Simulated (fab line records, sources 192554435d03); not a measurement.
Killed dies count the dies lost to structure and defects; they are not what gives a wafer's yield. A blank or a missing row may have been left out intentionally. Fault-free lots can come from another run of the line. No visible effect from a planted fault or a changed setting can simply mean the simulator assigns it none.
Matching of chambers / flow n5Finfet / N5_BEOL_M5_ETCH_67 on rieDiel-02: 4 sister chambers
The step etches SiARC in CF4, target depth 15.6 nm, time 26 s. 14 wafers are shown with their chamber, then 7 later ones without.

== WAFERS PAIRED WITH THEIR CHAMBERS ==
wafer=L074.2; chamber=3; drypumpMotorCurrentA (A)=5.9; showerheadPlenumPTorr (Torr)=2.05; throttleValvePct (%)=15.59
wafer=L074.5; chamber=0; drypumpMotorCurrentA (A)=4.8; showerheadPlenumPTorr (Torr)=2.19; throttleValvePct (%)=15.45
wafer=L074.6; chamber=1; drypumpMotorCurrentA (A)=5.6; showerheadPlenumPTorr (Torr)=2.05; throttleValvePct (%)=15.80
wafer=L077.1; chamber=2; drypumpMotorCurrentA (A)=6.1; showerheadPlenumPTorr (Torr)=2.09; throttleValvePct (%)=15.62
wafer=L077.2; chamber=1; drypumpMotorCurrentA (A)=5.6; showerheadPlenumPTorr (Torr)=2.05; throttleValvePct (%)=15.81
wafer=L077.5; chamber=3; drypumpMotorCurrentA (A)=5.9; showerheadPlenumPTorr (Torr)=2.05; throttleValvePct (%)=15.61
wafer=L079.3; chamber=0; drypumpMotorCurrentA (A)=4.8; showerheadPlenumPTorr (Torr)=2.19; throttleValvePct (%)=15.48
wafer=L079.5; chamber=2; drypumpMotorCurrentA (A)=6.1; showerheadPlenumPTorr (Torr)=2.08; throttleValvePct (%)=15.61
wafer=L079.6; chamber=1; drypumpMotorCurrentA (A)=5.6; showerheadPlenumPTorr (Torr)=2.04; throttleValvePct (%)=15.82
wafer=L085.2; chamber=0; drypumpMotorCurrentA (A)=4.8; showerheadPlenumPTorr (Torr)=2.18; throttleValvePct (%)=15.50
wafer=L085.3; chamber=3; drypumpMotorCurrentA (A)=5.9; showerheadPlenumPTorr (Torr)=2.04; throttleValvePct (%)=15.62
wafer=L085.6; chamber=0; drypumpMotorCurrentA (A)=4.8; showerheadPlenumPTorr (Torr)=2.18; throttleValvePct (%)=15.50
wafer=L088.2; chamber=1; drypumpMotorCurrentA (A)=5.5; showerheadPlenumPTorr (Torr)=2.04; throttleValvePct (%)=15.86
wafer=L088.4; chamber=2; drypumpMotorCurrentA (A)=6.1; showerheadPlenumPTorr (Torr)=2.08; throttleValvePct (%)=15.63

SIGNATURES, as means of the wafers listed above
reading=drypumpMotorCurrentA; chamber 0=4.800; chamber 1=5.575; chamber 2=6.100; chamber 3=5.900; scatter within a chamber=0.0274
reading=showerheadPlenumPTorr; chamber 0=2.1850; chamber 1=2.0450; chamber 2=2.0833; chamber 3=2.0467; scatter within a chamber=0.00577
reading=throttleValvePct; chamber 0=15.4825; chamber 1=15.8225; chamber 2=15.6200; chamber 3=15.6067; scatter within a chamber=0.021
Rule: for a wafer and a chamber, the distance is found by dividing, reading by reading, the gap between the wafer's reading and the chamber's mean by the reading's scatter, squaring, summing and taking the root. If the next closest chamber is less than 2 further off than the closest, the wafer can't be placed; otherwise it belongs to the closest. The scatter is the square root of a quotient: the sum, over the shown wafers, of each reading's squared deviation from its chamber's mean, divided by wafers minus chambers.

== WAFERS WHOSE CHAMBER IS MISSING ==
wafer=L088.5; drypumpMotorCurrentA (A)=5.9; showerheadPlenumPTorr (Torr)=2.04; throttleValvePct (%)=15.65
wafer=L093.1; drypumpMotorCurrentA (A)=6.0; showerheadPlenumPTorr (Torr)=2.08; throttleValvePct (%)=15.66
wafer=L093.3; drypumpMotorCurrentA (A)=5.6; showerheadPlenumPTorr (Torr)=2.04; throttleValvePct (%)=15.88
wafer=L093.5; drypumpMotorCurrentA (A)=4.8; showerheadPlenumPTorr (Torr)=2.18; throttleValvePct (%)=15.52
wafer=L096.1; drypumpMotorCurrentA (A)=4.8; showerheadPlenumPTorr (Torr)=2.17; throttleValvePct (%)=15.56
wafer=L096.2; drypumpMotorCurrentA (A)=5.9; showerheadPlenumPTorr (Torr)=2.03; throttleValvePct (%)=15.70
wafer=L096.3; drypumpMotorCurrentA (A)=6.0; showerheadPlenumPTorr (Torr)=2.07; throttleValvePct (%)=15.69

== WHICH CHAMBER EACH ONE RAN IN ==
wafer=L088.5; from the rows above=3; in truth=3
wafer=L093.1; from the rows above=2; in truth=2
wafer=L093.3; from the rows above=1; in truth=1
wafer=L093.5; from the rows above=0; in truth=0
wafer=L096.1; from the rows above=0; in truth=0
wafer=L096.2; from the rows above=3; in truth=3
wafer=L096.3; from the rows above=can't be placed: 2 or 3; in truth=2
Placed correctly: 6 of 7. From these rows, 1 cannot be placed; in 1 the true chamber is one of the candidates. 0 placed wrongly.
